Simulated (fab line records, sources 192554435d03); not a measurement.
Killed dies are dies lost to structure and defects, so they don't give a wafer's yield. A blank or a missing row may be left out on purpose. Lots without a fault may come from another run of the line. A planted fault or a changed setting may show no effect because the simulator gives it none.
fab line records | flow n5_finfet
record lots=5 wafers=13 last_day=16
route steps=1938 shown BEOL_M6@1241 PASSIVATION@1936
lots that met no fault: from a run of the same line without faults
start_h: hours from the record's first day to the start of the lot's first wafer shown | wait_h: hours since the lot's step before | " the same as in the row above | L1.1+2: a row that stands for several wafers | - no value, or no start given | * or withheld: withheld | < > ~ a bound
route shown NAME@n: a module of which the file shows steps, and the number in the route of the first | usual: mean/standard deviation of fault-free wafers | same: alike in all rows | chamber/n: place in a boat | sites: the reading at each site | _std_site: their standard deviation | _edge_site: outer sites' mean less inner sites' | radius_mm: how far each site lies from the wafer's centre | mask NAME#n: copy n | behind: the tool/chamber that last shaped the wafer | hold: why the lot was held/for how many hours/how that ended | device: the transistor (n, p or np) that didn't switch | end of line: the same wafers' tests at the end of the route | a step without rows: its recipe alone | killed: dies lost to structure and defects at the first sort, not the wafer's yield | map: a wafer's dies, x killed, . not, _ none there
set.NAME: the setting as run; set.NAME@STEP: as run at that earlier step | model.NAME: the simulator's own value behind a step, which no gauge read
lots at some steps of the route; a table a step, a row a wafer
services: from which hour (start_h, from the record's first day; less than 0 if before it) a tool's chamber was out of use, for how many hours, and why
## steps
# step N5_BEOL_M6_STRIP_80
# recipe chemistry=N2/H2 time_s=10 power_w=450 temp_c=40 pressure_mtorr=20 rf_frequency_hz=6e+07 bias_power_w=7 n2_flow_sccm=200 h2_flow_sccm=200
# step N5_BEOL_M6_OCD_MEAS_38
# usual trench_depth_nm=94.4/2.1
# columns lot.wafer tool chamber start_h wait_h trench_depth_nm
L866.1 ocd-02 - 217.33 - 92.2
L866.3 " - " " 94.8
L866.4 " - " " 92.9
L869.2 ocd-01 - 236.67 - 91.1
L869.5 " - " " 95.9
L869.6 " - " " 91.5
L877.2 ocd-01 - 284.07 - 93.7
L877.3 " - " " 95.1
L877.4 " - " " 95.2
L878.1 ocd-01 - 294.87 - 91.7
L882.1 ocd-02 - 318.04 - 93.6
L882.4 " - " " 91.6
L882.5 " - " " 95.4
# step N5_BEOL_M6_HM_STRIP_39
# recipe chemistry=peroxide_tin_strip material=TiN target_depth_a=250 temp_c=50 time_s=158
# step N5_BEOL_M6_SRD_40
# recipe time_s=30 temp_c=23 rinse_liquid=diw dry=ipa_marangoni
# step N5_BEOL_M6_PRECLEAN_42
# recipe chemistry=residue_remover time_s=60 temp_c=40
# step N5_BEOL_M6_SRD_43
# recipe time_s=30 temp_c=23 rinse_liquid=diw dry=ipa_marangoni
# step N5_BEOL_M6_CD_MEAS_35
# recipe target_cd_nm=40 target_cd_y_nm=28 polarity=opening
# usual cd_nm=40.3/0.71
# columns lot.wafer tool chamber start_h wait_h cd_nm
L866.1 cd_sem-01 - 217.49 0.0 40.0
L866.3 " - " " 40.2
L866.4 " - " " 40.2
L869.2 cd_sem-03 - 236.82 0.0 38.8
L869.5 " - " " 39.2
L869.6 " - " " 39.6
L877.2 cd_sem-01 - 284.23 0.0 40.4
L877.3 " - " " 41.1
L877.4 " - " " 40.1
L878.1 cd_sem-02 - 295.02 0.0 40.8
L882.1 cd_sem-01 - 318.20 0.0 40.3
L882.4 " - " " 38.9
L882.5 " - " " 39.9
# step N5_BEOL_M6_CURE_75
# recipe temp_c=370 time_s=120 ambient=DMADMS/He material=SiCOH_lowk
# usual lamp_power_pct=52.31/0.056 wafer_temp_C_max=371.9/0.66
# columns lot.wafer tool chamber start_h wait_h lamp_power_pct wafer_temp_C_max
L866.1 uv_cure-02 0 217.53 0.0 52.35 372.2
L866.3 " 0 " " 52.26 372.7
L866.4 " 0 " " 52.26 373.2
L869.2 uv_cure-03 1 236.91 0.1 52.29 371.2
L869.5 " 1 " " 52.26 370.8
L869.6 " 1 " " 52.19 371.1
L877.2 uv_cure-02 0 284.32 0.1 52.28 371.7
L877.3 " 0 " " 52.25 372.0
L877.4 " 0 " " 52.38 371.9
L878.1 uv_cure-03 2 295.07 0.0 52.37 372.6
L882.1 uv_cure-02 2 318.24 0.0 52.35 372.0
L882.4 " 2 " " 52.30 372.6
L882.5 " 2 " " 52.31 372.4
# step N5_BEOL_M6_DEGAS_44
# recipe ambient=vacuum temp_c=250 time_s=60
# usual heater_power_w=325/34
# columns lot.wafer tool chamber start_h wait_h heater_power_w
L866.1 pvd_sputter-01 - 217.92 0.3 386
L866.3 " - " " 299
L866.4 " - " " 285
L869.2 pvd_sputter-03 - 237.55 0.6 324
L869.5 " - " " 303
L869.6 " - " " 296
L877.2 pvd_sputter-03 - 284.76 0.4 304
L877.3 " - " " 297
L877.4 " - " " 321
L878.1 pvd_sputter-03 - 295.73 0.6 293
L882.1 pvd_sputter-03 - 320.89 2.6 320
L882.4 " - " " 297
L882.5 " - " " 292
# step N5_BEOL_M6_PRE_CLEAN_45
# recipe gas=H2/He time_s=30 temp_c=250
# usual heater_power_w=324/33
# columns lot.wafer tool chamber start_h wait_h heater_power_w
L866.1 pvd_sputter-01 - 217.96 0.0 386
L866.3 " - " " 289
L866.4 " - " " 292
L869.2 pvd_sputter-03 - 237.59 0.0 323
L869.5 " - " " 301
L869.6 " - " " 296
L877.2 pvd_sputter-03 - 284.80 0.0 303
L877.3 " - " " 296
L877.4 " - " " 333
L878.1 pvd_sputter-03 - 295.77 0.0 288
L882.1 pvd_sputter-03 - 320.93 0.0 322
L882.4 " - " " 294
L882.5 " - " " 297
# step N5_BEOL_M6_ALD_77
# recipe material=TaN target_thk_a=20 temp_c=275 ald_precursor_family=PDMAT ald_co_reactant=NH3 pressure_torr=3 carrier_flow_sccm=1500 pulse_time_s=2 purge_time_s=3 co_reactant_purge_time_s=2 co_reactant_pulse_time_s=3 ald_cycles=40 precursor_vessel_temp_c=75 precursor_vessel_pressure_torr=26.25 precursor_vessel_carrier_sccm=1000
# step N5_BEOL_M6_SURFACE_TREAT_79
# recipe gas=Ar time_s=* ion_energy_ev=* ion_current_ma_cm2=0.5 pressure_mtorr=* ar_flow_sccm=30
# usual throttle_valve_pct=*
# columns lot.wafer tool chamber start_h wait_h throttle_valve_pct
L866.1 pvd_sputter-03 - 218.31 0.2 *
L866.3 " - " " *
L866.4 " - " " *
L869.2 pvd_sputter-01 - 238.00 0.2 *
L869.5 " - " " *
L869.6 " - " " *
L877.2 pvd_sputter-03 - 286.84 1.8 *
L877.3 " - " " *
L877.4 " - " " *
L878.1 pvd_sputter-02 - 296.40 0.3 *
L882.1 pvd_sputter-03 - 321.51 0.2 *
L882.4 " - " " *
L882.5 " - " " *
# step N5_BEOL_M6_CVD_78
# recipe material=Co target_thk_a=20 temp_c=withheld precursor=CCTBA/H2 pressure_torr=30 time_s=142.3
# usual run_length_s=165.5/0.59
# columns lot.wafer tool chamber start_h wait_h run_length_s
L866.1 cvd_co-02 1 218.70 0.4 165.4
L866.3 " 0 " " 165.8
L866.4 " 2 " " 164.1
L869.2 cvd_co-01 2 238.06 0.0 165.9
L869.5 " 2 " " 166.4
L869.6 " 0 " " 165.4
L877.2 cvd_co-02 1 287.10 0.2 165.7
L877.3 " 2 " " 164.1
L877.4 " 1 " " 165.6
L878.1 cvd_co-01 1 296.49 0.1 167.9
L882.1 cvd_co-02 2 321.67 0.1 164.4
L882.4 " 2 " " 164.9
L882.5 " 1 " " 165.9
# step N5_BEOL_M6_SPUTTER_48
# recipe material=Cu target_thk_a=100 temp_c=-20 bias_v=60 power_w=26000 chamber_pressure_pa=0.13 time_s=1.667
# usual cathode_dc_power_W=26000/4.4 chuck_sensor_temp_C=-16.0/0.46 throttle_valve_pct=30.1/1.5
# columns lot.wafer tool chamber start_h wait_h cathode_dc_power_W chuck_sensor_temp_C throttle_valve_pct
L866.1 pvd_sputter-01 - 218.98 0.2 25999 -16.4 27.2
L866.3 " - " " 26003 -15.9 30.8
L866.4 " - " " 26008 -16.5 30.6
L869.2 pvd_sputter-03 - 238.30 0.2 26000 -14.6 28.2
L869.5 " - " " 25993 -14.9 28.0
L869.6 " - " " 25996 -16.9 32.3
L877.2 pvd_sputter-01 - 287.32 0.2 25995 -16.4 27.2
L877.3 " - " " 26003 -15.3 29.0
L877.4 " - " " 26009 -16.6 30.6
L878.1 pvd_sputter-01 - 298.28 1.8 25997 -15.3 29.0
L882.1 pvd_sputter-03 - 321.87 0.2 25995 -16.3 28.5
L882.4 " - " " 26001 -15.7 29.9
L882.5 " - " " 25993 -16.1 28.7
# step N5_PASSIVATION_PROBE_49
# usual defect_limited_yield=91.0/1.4 killed_at_M0_to_M3=36/11 killed_at_M4_up=13/5.4 killed_at_contacts=12/6.4 killed_at_front_end=41/13 killed_at_other=2.9/2.3 killed_dies=106/17 killed_open=70/12 killed_short=34/8.4 sort_bin_5_function=5.2/1 sort_bin_6_memory=3.4/0.63 sort_n_pass=1074/18 sort_yield_pct=91.0/1.6
# same gross_dies=1180 killed_at_back_side=0 sort_bin_4_leakage[%]=0 sort_bin_8_speed[%]=0
# columns lot.wafer tool chamber start_h wait_h defect_limited_yield[%] killed_at_M0_to_M3 killed_at_M4_up killed_at_contacts killed_at_front_end killed_at_other killed_dies killed_open killed_short sort_bin_5_function[%] sort_bin_6_memory[%] sort_n_pass sort_yield_pct[%]
L866.1 prober-02 - 306.64 0.0 92.1 31 13 11 37 1 93 64 26 5.0 2.4 1087 92.1
L866.3 prober-02 - 306.74 0.1 92.5 44 4 4 35 2 89 58 28 4.0 3.2 1091 92.5
L866.4 prober-02 - 306.79 0.2 92.8 30 5 8 41 1 85 57 26 3.5 3.5 1095 92.8
L869.5 prober-02 - 323.06 0.2 93.5 30 8 14 22 3 77 47 29 2.9 3.1 1103 93.5
L877.2 prober-02 - 362.45 0.1 91.1 41 5 13 43 3 105 57 47 5.0 3.0 1075 91.1
L877.3 prober-02 - 362.50 0.1 89.5 60 8 19 35 2 124 77 44 6.7 3.4 1056 89.5
L877.4 prober-02 - 362.55 0.2 90.7 45 9 26 25 5 110 71 37 6.0 3.1 1070 90.7
L878.1 prober-01 - 372.11 0.0 93.3 28 20 5 21 5 79 49 28 4.2 2.1 1101 93.3
L882.1 prober-01 - 395.52 0.0 90.1 34 19 27 34 3 117 81 33 6.0 3.4 1063 90.1
L882.4 prober-01 - 395.67 0.2 91.3 22 18 11 47 5 103 68 35 5.4 2.9 1077 91.3
L882.5 prober-01 - 395.72 0.2 91.1 25 22 17 33 8 105 66 36 5.0 3.5 1075 91.1
# killed by level:class
L866.1 FIN_SAQP:geometric_particle:open=11 BEOL_M3:geometric_particle:open=9 GATE_CUT:geometric_particle:short=6 MOL_CONTACT_COAG:geometric_particle:open=6 BEOL_M2:geometric_particle:open=6 MOL_CONTACT_COAG:geometric_particle:short=5 DUMMY_GATE:geometric_particle:open=4 GATE_CUT:geometric_particle:open=4
L866.3 BEOL_M3:geometric_particle:open=13 FIN_SAQP:geometric_particle:open=12 BEOL_M2:geometric_particle:open=10 BEOL_M0_SAQP:geometric_particle:short=7 FIN_SAQP:geometric_particle:short=5 BEOL_M0_SAQP:geometric_particle:open=5 BEOL_M1:geometric_particle:open=4 STI_FIN_REVEAL:geometric_particle:open=2
L866.4 FIN_SAQP:geometric_particle:open=12 BEOL_M3:geometric_particle:open=11 STI_FIN_REVEAL:geometric_particle:open=8 GATE_CUT:geometric_particle:short=5 MOL_CONTACT_COAG:geometric_particle:short=5 BEOL_M0_SAQP:geometric_particle:short=5 BEOL_M1:geometric_particle:open=5 BEOL_M2:geometric_particle:open=5
L869.5 MOL_CONTACT_COAG:geometric_particle:open=12 BEOL_M0_SAQP:geometric_particle:short=9 BEOL_M1:geometric_particle:open=7 BEOL_M0_SAQP:geometric_particle:open=6 STARTING-WAFER:geometric_particle:open=5 FIN_SAQP:geometric_particle:open=3 STI_FIN_REVEAL:geometric_particle:open=3 BEOL_M1:geometric_particle:short=3
L877.2 BEOL_M0_SAQP:geometric_particle:short=11 BEOL_M0_SAQP:geometric_particle:open=9 STI_FIN_REVEAL:geometric_particle:open=8 GATE_CUT:geometric_particle:short=8 MOL_CONTACT_COAG:geometric_particle:open=8 FIN_SAQP:geometric_particle:open=7 BEOL_M3:geometric_particle:open=6 FIN_SAQP:geometric_particle:short=5
L877.3 BEOL_M0_SAQP:geometric_particle:short=17 MOL_CONTACT_COAG:geometric_particle:open=16 BEOL_M0_SAQP:geometric_particle:open=13 BEOL_M2:geometric_particle:open=10 FIN_SAQP:geometric_particle:open=7 FIN_SAQP:geometric_particle:short=7 BEOL_M1:geometric_particle:open=6 BEOL_M3:geometric_particle:open=6
L877.4 MOL_CONTACT_COAG:geometric_particle:open=21 BEOL_M0_SAQP:geometric_particle:short=15 BEOL_M0_SAQP:geometric_particle:open=10 FIN_SAQP:geometric_particle:open=7 BEOL_M2:geometric_particle:open=7 MOL_CONTACT_COAG:geometric_particle:short=5 BEOL_M3:geometric_particle:open=5 BEOL_M4:geometric_particle:open=5
L878.1 BEOL_M1:geometric_particle:open=9 FIN_SAQP:geometric_particle:short=7 BEOL_M5:geometric_particle:open=6 FIN_SAQP:geometric_particle:open=5 BEOL_M0_SAQP:geometric_particle:open=5 BEOL_M2:geometric_particle:open=4 BEOL_M4:geometric_particle:open=4 GATE_CUT:geometric_particle:short=3
L882.1 MOL_CONTACT_COAG:geometric_particle:open=20 STI_FIN_REVEAL:geometric_particle:open=11 BEOL_M4:geometric_particle:open=9 BEOL_M1:geometric_particle:open=7 FIN_SAQP:geometric_particle:open=6 FIN_SAQP:geometric_particle:short=6 MOL_CONTACT_COAG:geometric_particle:short=5 BEOL_M2:geometric_particle:open=5
L882.4 FIN_SAQP:geometric_particle:open=9 STI_FIN_REVEAL:geometric_particle:open=8 FIN_SAQP:geometric_particle:short=7 MOL_CONTACT_COAG:geometric_particle:open=7 DUMMY_GATE:geometric_particle:open=6 BEOL_M3:geometric_particle:open=6 STARTING-WAFER:geometric_particle:open=6 BEOL_M0_SAQP:geometric_particle:short=5
L882.5 MOL_CONTACT_COAG:geometric_particle:open=14 BEOL_M4:geometric_particle:open=13 GATE_CUT:geometric_particle:short=8 FIN_SAQP:geometric_particle:open=7 BEOL_M0_SAQP:geometric_particle:short=6 FIN_CUT:geometric_particle:open=4 BEOL_M1:geometric_particle:open=4 BEOL_M2:geometric_particle:open=4
## services
# columns tool chamber start_h hours kind
cvd_co-01 1 207.32 1.8 repair
cvd_co-02 - 209.02 2.8 pm
uv_cure-02 - 233.43 1.6 repair
cvd_co-01 1 234.67 12.4 repair
uv_cure-02 - 236.00 6.0 pm
cvd_co-01 - 275.69 6.0 pm
cvd_co-02 0 283.49 2.2 repair
uv_cure-02 - 300.46 2.9 repair
uv_cure-03 - 319.62 6.0 pm
## key
first_sign step=N5_BEOL_M6_CVD_78 reading=run_length_s direction=up sigmas=4.2 usual=* struck=*
effect none on later readings
met_at N5_BEOL_M6_CVD_78
struck_wafers L878.1
onset_between 238.06 296.49
fault kind=process_parameter_drift tool=cvd_co-01 chamber=- onset_h=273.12 steps=N5_BEOL_M6_CVD_78 channel=time_s offset=* shape=step end_h=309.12 acts_in=* stated=*
